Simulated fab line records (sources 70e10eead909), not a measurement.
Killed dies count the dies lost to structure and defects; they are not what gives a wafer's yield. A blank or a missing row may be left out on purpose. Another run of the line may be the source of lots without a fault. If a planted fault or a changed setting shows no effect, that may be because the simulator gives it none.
fab line records	flow nand_harc
[record] lots = 13	wafers = 38	last_day = 25
route steps=1159 shown A_CONTACT@872 END@1159
lots untouched by any fault: they come from a run of this same line in which no faults occurred
start_h: hours from the record's first day to the start of the lot's first wafer shown	wait_h: hours from the lot's prior step to this one	" unchanged from the row above	L1.1+2: one row covering several wafers at once	- no value present, or no start provided	* or withheld: withheld	< > ~ a bound
route shown NAME@n: a module of which the file shows steps, and the number in the route of the first	usual: mean and standard deviation over wafers with no fault	same: alike in all rows	chamber/n: place in a boat	sites: per-site readings	_std_site: their standard deviation	_edge_site: the outer-site mean with the inner-site mean subtracted	radius_mm: how far each site lies from the wafer's centre	mask NAME#n: copy n	behind: the tool/chamber that last shaped the wafer	hold: why the lot was held/for how many hours/how that ended	device: the n, p or np transistor that did not switch	end of line: at the end of the route, the tests of the same wafers	a step with no rows: only its recipe	killed: dies lost to structure and defects at the first sort, not the wafer's yield	map: a wafer's dies, marking killed ones x, the rest . and places with no die _
set.NAME: the setting the step ran with; set.NAME@STEP: the setting that earlier step ran with	model.NAME: the simulator's own value behind a step, which no gauge read
a sample of lots followed through the steps of the route, with each step as a table and each wafer as a row
services: the hour from which a tool's chamber was out of use, counted from the record's first day as start_h (under 0 if before that day), plus the number of hours and why
[[steps]]
[step NHARC_A_CONTACT_ETCH_121]
[recipe] source_w = withheld	pressure_mtorr = 20	bias_v = 3000	time_s = 94	target_depth_a = 9220	ar_flow_sccm = withheld	c4f8_flow_sccm = withheld	o2_flow_sccm = withheld	chemistry = C4F8/O2/Ar
lot.wafer	tool	chamber	start_h	wait_h	rf_hours_counter_h
L488.2	har_cap_etch-02	1	369.44	0.1	7
L488.1	"	0	"	"	7
L488.3	"	0	"	"	-
L491.2	har_cap_etch-03	1	372.96	0.1	79
L491.3	"	1	"	"	-
L491.5	"	1	"	"	-
L489.2	har_cap_etch-03	0	377.68	0.1	80
L489.3	"	1	"	"	-
L489.5	"	0	"	"	-
L490.1	har_cap_etch-02	0	380.75	0.1	10
L490.2	"	1	"	"	10
L490.3	"	0	"	"	-
L493.2	har_cap_etch-03	0	402.73	0.1	86
L493.5	"	0	"	"	-
L493.6	"	1	"	"	-
L495.3	har_cap_etch-01	1	408.85	0.1	-
L495.6	"	1	"	"	-
L495.5	"	0	"	"	-
L498.4	har_cap_etch-01	1	433.89	0.1	-
L498.6	"	1	"	"	-
L498.5	"	0	"	"	-
L499.2	har_cap_etch-01	1	442.98	0.1	70
L499.3	"	1	"	"	-
L499.5	"	0	"	"	-
L507.1	har_cap_etch-02	1	471.60	0.1	26
L507.3	"	1	"	"	-
L507.6	"	0	"	"	-
L504.4	har_cap_etch-02	1	476.14	0.1	-
L504.5	"	0	"	"	-
L510.1	har_cap_etch-01	0	504.26	0.1	80
L510.5	"	0	"	"	-
L510.6	"	1	"	"	-
L509.3	har_cap_etch-03	0	504.73	0.1	-
L509.5	"	1	"	"	-
L509.6	"	0	"	"	-
L511.2	har_cap_etch-01	0	510.19	0.1	82
L511.1	"	1	"	"	82
L511.3	"	0	"	"	-
[step NHARC_A_CONTACT_OVL_MEAS_70]
[usual] overlay_x_nm = -0.1/0.84	overlay_y_nm = -0.2/0.95
lot.wafer	tool	chamber	start_h	wait_h	overlay_x_nm	overlay_y_nm
L488.1	overlay-01	-	374.25	-	0.7	-0.8
L488.2	"	-	"	"	1.3	-0.5
L488.3	"	-	"	"	0.8	-0.5
L491.2	overlay-01	-	377.47	-	-0.5	0.1
L491.3	"	-	"	"	-0.7	0.1
L491.5	"	-	"	"	-0.2	0.4
L489.2	overlay-01	-	382.54	-	-1.3	0.2
L489.3	"	-	"	"	-1.7	0.4
L489.5	"	-	"	"	-1.2	-0.3
L490.1	overlay-02	-	385.41	-	-0.2	-0.6
L490.2	"	-	"	"	-0.2	-1.0
L490.3	"	-	"	"	0.2	-0.8
L493.2	overlay-01	-	407.09	-	-0.8	-3.4
L493.5	"	-	"	"	0.0	-2.6
L493.6	"	-	"	"	0.3	-3.1
L495.3	overlay-01	-	414.20	-	-1.1	1.3
L495.5	"	-	"	"	-0.5	0.8
L495.6	"	-	"	"	-0.2	1.6
L498.4	overlay-01	-	439.40	-	-0.3	0.4
L498.5	"	-	"	"	-0.2	0.4
L498.6	"	-	"	"	-0.8	0.5
L499.2	overlay-01	-	447.49	-	-0.8	0.4
L499.3	"	-	"	"	-0.9	-0.1
L499.5	"	-	"	"	-0.8	0.2
L507.1	overlay-01	-	476.07	-	-0.9	0.7
L507.3	"	-	"	"	-1.1	0.5
L507.6	"	-	"	"	-0.8	0.3
L504.4	overlay-01	-	480.79	-	0.0	-0.9
L504.5	"	-	"	"	-0.3	-1.3
L510.1	overlay-02	-	509.73	-	0.2	-0.2
L510.5	"	-	"	"	0.2	-0.5
L510.6	"	-	"	"	0.1	-0.4
L509.3	overlay-02	-	510.58	-	-1.0	2.0
L509.5	"	-	"	"	-1.1	2.2
L509.6	"	-	"	"	-0.9	2.0
L511.1	overlay-01	-	514.82	-	-0.4	-0.1
L511.2	"	-	"	"	-0.9	0.1
L511.3	"	-	"	"	-1.0	-0.1
[step NHARC_A_CONTACT_DESCUM_74]
[recipe] time_s = 3	o2_flow_sccm = 200	ar_flow_sccm = 0	bias_power_w = 0	chemistry = O2
[usual] drypump_motor_current_A = 5.5/0.56	oes_product_au = 1.000/0.0098	rf_vpp_V = 57.8/0.86	showerhead_plenum_p_Torr = 1.90/0.061	throttle_valve_pct = 11.310/0.0093
lot.wafer	tool	chamber	start_h	wait_h	hold	drypump_motor_current_A	oes_product_au	rf_hours_counter_h	rf_vpp_V	showerhead_plenum_p_Torr	throttle_valve_pct
L488.3	rie_diel-02	3	374.48	0.2	-	5.7	0.992	6	56.5	1.85	11.320
L488.2	"	1	"	"	-	5.3	1.010	7	58.2	1.88	11.310
L488.1	"	2	"	"	-	5.4	1.011	7	58.4	1.89	11.310
L491.2	rie_diel-02	2	377.58	0.1	-	5.4	1.014	8	58.1	1.89	11.311
L491.3	"	3	"	"	-	5.7	0.992	7	57.1	1.85	11.308
L491.5	"	0	"	"	-	4.7	1.005	-	57.9	1.97	11.311
L489.2	rie_diel-02	2	382.64	0.1	-	5.4	1.017	10	57.8	1.89	11.312
L489.3	"	0	"	"	-	4.7	1.008	10	57.7	1.97	11.294
L489.5	"	1	"	"	-	5.3	1.004	-	58.5	1.88	11.303
L490.1	rie_diel-02	1	385.53	0.1	-	5.3	1.016	12	58.2	1.88	11.316
L490.3	"	3	"	"	-	5.7	0.995	10	57.5	1.85	11.314
L490.2	"	0	"	"	-	4.7	1.005	11	58.7	1.97	11.301
L493.2	rie_diel-02	3	407.57	0.4	-	5.7	0.987	15	57.4	1.84	11.303
L493.5	"	0	"	"	-	4.7	1.007	-	59.4	1.97	11.307
L493.6	"	1	"	"	-	5.4	0.998	-	58.1	1.88	11.325
L495.3	rie_diel-02	2	414.34	0.1	-	5.4	1.005	17	56.7	1.88	11.303
L495.5	"	3	"	"	-	5.7	1.001	-	57.2	1.84	11.305
L495.6	"	0	"	"	-	4.7	0.999	-	57.9	1.96	11.314
L498.4	rie_diel-11	1	439.63	0.2	-	6.4	0.994	24	58.9	1.95	11.311
L498.5	"	2	"	"	-	5.6	0.981	-	57.4	1.78	11.297
L498.6	"	3	"	"	-	5.4	0.996	-	57.5	1.82	11.314
L499.2	rie_diel-02	0	447.59	0.1	-	4.7	0.995	24	56.3	1.96	11.312
L499.3	"	3	"	"	-	5.7	0.991	24	57.9	1.84	11.309
L499.5	"	0	"	"	-	4.7	1.002	-	57.7	1.96	11.298
L507.3	rie_diel-02	3	478.16	1.9	await_dispo/1.8h/release	5.7	1.010	28	58.3	1.84	11.310
L507.1	"	1	"	"	await_dispo/1.8h/release	5.4	1.002	23	58.4	1.88	11.321
L507.6	"	2	"	"	await_dispo/1.8h/release	5.4	1.010	-	56.4	1.88	11.317
L504.4	rie_diel-03	1	482.55	1.5	await_dispo/1.3h/release	4.9	0.996	21	57.5	1.95	11.306
L504.5	"	0	"	"	await_dispo/1.3h/release	5.6	1.000	-	58.8	1.97	11.314
L510.1	rie_diel-03	2	509.83	0.1	-	5.6	0.999	43	59.1	1.99	11.299
L510.6	"	2	"	"	-	5.6	0.998	-	56.7	1.99	11.283
L510.5	"	3	"	"	-	6.8	0.999	-	57.6	1.86	11.313
L509.3	rie_diel-03	3	510.99	0.4	-	6.7	1.012	44	57.2	1.86	11.304
L509.6	"	1	"	"	-	4.9	1.019	-	57.8	1.95	11.307
L509.5	"	2	"	"	-	5.6	1.001	-	58.9	1.99	11.322
L511.2	rie_diel-03	1	515.03	0.2	-	4.9	0.998	33	57.4	1.95	11.302
L511.1	"	3	"	"	-	6.7	0.993	46	57.6	1.86	11.302
L511.3	"	0	"	"	-	5.6	0.988	44	58.1	1.97	11.303
[step NHARC_A_CONTACT_ETCH_124]
[recipe] source_w = withheld	pressure_mtorr = 20	bias_v = withheld	time_s = 140	target_depth_a = 7000	ar_flow_sccm = withheld	c4f8_flow_sccm = withheld	o2_flow_sccm = withheld	chemistry = C4F8/O2/Ar
lot.wafer	tool	chamber	start_h	wait_h	rf_hours_counter_h
L488.2	har_cap_etch-02	0	375.60	-	8
L488.1	"	1	"	"	8
L488.3	"	0	"	"	-
L491.2	har_cap_etch-01	0	378.87	-	57
L491.3	"	0	"	"	-
L491.5	"	1	"	"	-
L489.2	har_cap_etch-03	0	383.91	-	81
L489.3	"	0	"	"	-
L489.5	"	1	"	"	-
L490.2	har_cap_etch-01	0	386.74	-	60
L490.1	"	1	"	"	60
L490.3	"	0	"	"	-
L493.2	har_cap_etch-03	0	408.73	-	86
L493.5	"	1	"	"	-
L493.6	"	0	"	"	-
L495.3	har_cap_etch-03	1	415.51	-	-
L495.5	"	1	"	"	-
L495.6	"	0	"	"	-
L498.4	har_cap_etch-02	1	443.00	-	-
L498.5	"	1	"	"	-
L498.6	"	0	"	"	-
L499.2	har_cap_etch-02	0	448.80	-	23
L499.3	"	0	"	"	-
L499.5	"	1	"	"	-
L507.1	har_cap_etch-03	1	479.47	-	97
L507.3	"	1	"	"	-
L507.6	"	0	"	"	-
L504.4	har_cap_etch-03	0	483.97	-	-
L504.5	"	1	"	"	-
L510.1	har_cap_etch-02	0	511.17	-	33
L510.6	"	1	"	"	-
L510.5	"	0	"	"	-
L509.3	har_cap_etch-01	1	512.32	-	-
L509.6	"	1	"	"	-
L509.5	"	0	"	"	-
L511.2	har_cap_etch-03	0	516.15	-	105
L511.1	"	1	"	"	105
L511.3	"	0	"	"	-
[step NHARC_A_CONTACT_ETCH_127]
[recipe] source_w = withheld	pressure_mtorr = 20	bias_v = 1200	time_s = 155	target_depth_a = 9560	ar_flow_sccm = withheld	c4f8_flow_sccm = withheld	o2_flow_sccm = withheld	chemistry = C4F8/O2/Ar
lot.wafer	tool	chamber	start_h	wait_h	rf_hours_counter_h
L488.2	har_cap_etch-02	0	376.24	0.2	8
L488.1	"	1	"	"	8
L488.3	"	0	"	"	-
L491.2	har_cap_etch-01	0	379.35	0.1	58
L491.3	"	0	"	"	-
L491.5	"	1	"	"	-
L489.2	har_cap_etch-03	0	384.54	0.2	82
L489.3	"	0	"	"	-
L489.5	"	1	"	"	-
L490.2	har_cap_etch-01	0	387.22	0.1	61
L490.1	"	1	"	"	61
L490.3	"	0	"	"	-
L493.2	har_cap_etch-03	0	409.20	0.1	87
L493.5	"	1	"	"	-
L493.6	"	0	"	"	-
L495.3	har_cap_etch-03	1	415.97	0.1	-
L495.5	"	1	"	"	-
L495.6	"	0	"	"	-
L498.4	har_cap_etch-02	1	443.46	0.1	-
L498.5	"	1	"	"	-
L498.6	"	0	"	"	-
L499.2	har_cap_etch-02	0	449.27	0.1	23
L499.3	"	0	"	"	-
L499.5	"	1	"	"	-
L507.1	har_cap_etch-03	1	480.12	0.2	98
L507.3	"	1	"	"	-
L507.6	"	0	"	"	-
L504.4	har_cap_etch-03	0	484.59	0.2	-
L504.5	"	1	"	"	-
L510.1	har_cap_etch-02	0	511.64	0.1	33
L510.6	"	1	"	"	-
L510.5	"	0	"	"	-
L509.3	har_cap_etch-01	1	512.78	0.1	-
L509.6	"	1	"	"	-
L509.5	"	0	"	"	-
L511.2	har_cap_etch-03	0	516.63	0.1	105
L511.1	"	1	"	"	105
L511.3	"	0	"	"	-
[step NHARC_END_SORT_01]
[recipe] temp_c = 25
[usual] killed_at_array = 26/10	killed_at_other = 0.5/0.87	killed_at_periphery = 3.0/2.5	killed_dies = 29/11	killed_open = 3.3/1.9	killed_short = 1.8/1.5
[same] gross_dies = 677
lot.wafer	tool	chamber	start_h	wait_h	killed_at_array	killed_at_other	killed_at_periphery	killed_dies	killed_open	killed_short
L495.3	prober-01	0	483.63	3.1	29	0	0	29	4	0
L495.5	prober-01	0	485.24	3.7	24	1	0	25	2	4
L495.6	prober-01	0	486.04	4.0	27	1	1	29	7	1
L507.1	prober-02	0	550.10	2.5	98	1	2	101	3	4
L507.3	prober-02	0	551.69	3.1	88	0	2	90	2	0
L507.6	prober-02	0	554.08	4.0	28	5	4	37	5	2
L504.4	prober-01	0	588.00	3.4	81	1	0	82	4	2
L504.5	prober-01	0	588.80	3.7	28	0	2	30	2	2
// killed by level:class
L495.3 A_CHANNEL_HOLE_D1:chamber_film_flake=14 A_SLIT:chamber_film_flake=6 A_ONON_D1:geometric_particle:open=2 A_CHANNEL_FILL_D1:chamber_film_flake=2 A_CONTACT:geometric_particle:open=1 A_M1:geometric_particle:open=1 A_ZERO_WELL:chamber_film_flake=1 A_STAIRCASE:chamber_film_flake=1
L495.5 A_CHANNEL_HOLE_D1:chamber_film_flake=15 A_CHANNEL_HOLE_D1:geometric_particle:short=2 A_SLIT:chamber_film_flake=2 A_ONON_D1:geometric_particle:short=1 A_CHANNEL_FILL_D1:geometric_particle:short=1 A_SGD_CUT:geometric_particle:open=1 STARTING-WAFER:geometric_particle:open=1 A_STAIRCASE:chamber_film_flake=1
L495.6 A_CHANNEL_HOLE_D1:chamber_film_flake=15 A_SLIT:chamber_film_flake=2 A_CONTACT:chamber_film_flake=2 P_GATE:geometric_particle:open=1 A_ONON_D1:geometric_particle:short=1 A_ONON_D1:geometric_particle:open=1 A_SGD_CUT:geometric_particle:open=1 A_WL_FILL:geometric_particle:open=1
L507.1 A_CONTACT:unspecified=67 A_SLIT:chamber_film_flake=14 A_CHANNEL_HOLE_D1:chamber_film_flake=6 A_CONTACT:chamber_film_flake=4 P_GATE:geometric_particle:open=1 P_GATE:geometric_particle:short=1 A_ONON_D1:geometric_particle:short=1 A_SLIT:geometric_particle:open=1
L507.3 A_CONTACT:unspecified=62 A_SLIT:chamber_film_flake=11 A_CHANNEL_HOLE_D1:chamber_film_flake=6 A_CONTACT:chamber_film_flake=5 A_M0:chamber_film_flake=2 P_STI:geometric_particle:open=1 A_CHANNEL_HOLE_D1:geometric_particle:open=1 P_STI:chamber_film_flake=1
L507.6 A_SLIT:chamber_film_flake=9 A_CHANNEL_HOLE_D1:chamber_film_flake=5 A_STAIRCASE:chamber_film_flake=5 THIN_TSV:chamber_film_flake=5 A_CONTACT:chamber_film_flake=3 A_CONTACT:geometric_particle:open=2 P_STI:chamber_film_flake=2 P_GATE:geometric_particle:open=1
L504.4 A_CONTACT:unspecified=58 A_CHANNEL_HOLE_D1:chamber_film_flake=10 A_STAIRCASE:chamber_film_flake=5 A_WL_FILL:geometric_particle:open=3 A_ONON_D1:geometric_particle:short=1 A_M0:geometric_particle:open=1 STARTING-WAFER:geometric_particle:short=1 A_WL_FILL:chamber_film_flake=1
L504.5 A_CHANNEL_HOLE_D1:chamber_film_flake=21 P_GATE:chamber_film_flake=2 A_ONON_D1:geometric_particle:open=1 A_SGD_CUT:geometric_particle:open=1 A_SGD_CUT:geometric_particle:short=1 A_WL_FILL:geometric_particle:short=1 A_STAIRCASE:chamber_film_flake=1 A_SLIT:chamber_film_flake=1
[[services]]
tool	chamber	start_h	hours	kind
rie_diel-11	-	346.13	0.5	repair
rie_diel-03	1	350.16	4.0	repair
rie_diel-11	-	355.38	0.4	repair
rie_diel-11	1	361.75	2.5	repair
rie_diel-02	0	362.68	-	clean
rie_diel-02	1	362.68	-	clean
rie_diel-02	2	362.68	-	clean
rie_diel-02	3	362.68	-	clean
rie_diel-11	-	366.50	9.0	pm
rie_diel-02	0	387.20	-	clean
rie_diel-02	1	387.20	-	clean
rie_diel-02	2	387.20	-	clean
rie_diel-02	3	387.20	-	clean
rie_diel-03	-	392.47	9.0	pm
rie_diel-02	-	406.24	0.3	repair
har_cap_etch-03	-	407.80	0.5	repair
rie_diel-02	0	411.70	-	clean
rie_diel-02	1	411.70	-	clean
rie_diel-02	2	411.70	-	clean
rie_diel-02	3	411.70	-	clean
rie_diel-02	1	428.88	15.5	repair
rie_diel-11	2	473.71	9.0	repair
rie_diel-11	3	504.03	5.2	repair
rie_diel-02	-	506.18	9.0	pm
[[key]]
[first_sign] step = NHARC_END_SORT_01	reading = killed_at_array	direction = up	sigmas = 6.3	usual = 26	struck = 89
[effect] step = NHARC_END_SORT_01	reading = killed_dies	direction = up	sigmas = 5.8	usual = 29	struck = 91
[more_kills_born_at] NHARC_A_CONTACT_ETCH_121@har_cap_etch-02 = 187
met_at NHARC_A_CONTACT_ETCH_121
struck_lots L504,L507
struck_wafers L504.4,L507.1,L507.3
tester_left_out L504,L507
not_acting_at NHARC_A_CONTACT_OVL_MEAS_70,NHARC_A_CONTACT_ETCH_124,NHARC_A_CONTACT_ETCH_127
onset_between 380.75 471.60
[fault] kind = chamber_particle_source	tool = har_cap_etch-02	chamber = 1	onset_h = 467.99	steps = NHARC_A_CONTACT_ETCH_121	rate_per_visit_cm2 = 1.1389	end_h = 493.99
// tester_left_out: of these lots the tester's yield and bins aren't shown, on N5 and GAA mostly nor the transistor test; their killed dies are dies lost to structure and defects alone, not to doping, threshold or leakage, so they don't give the yield
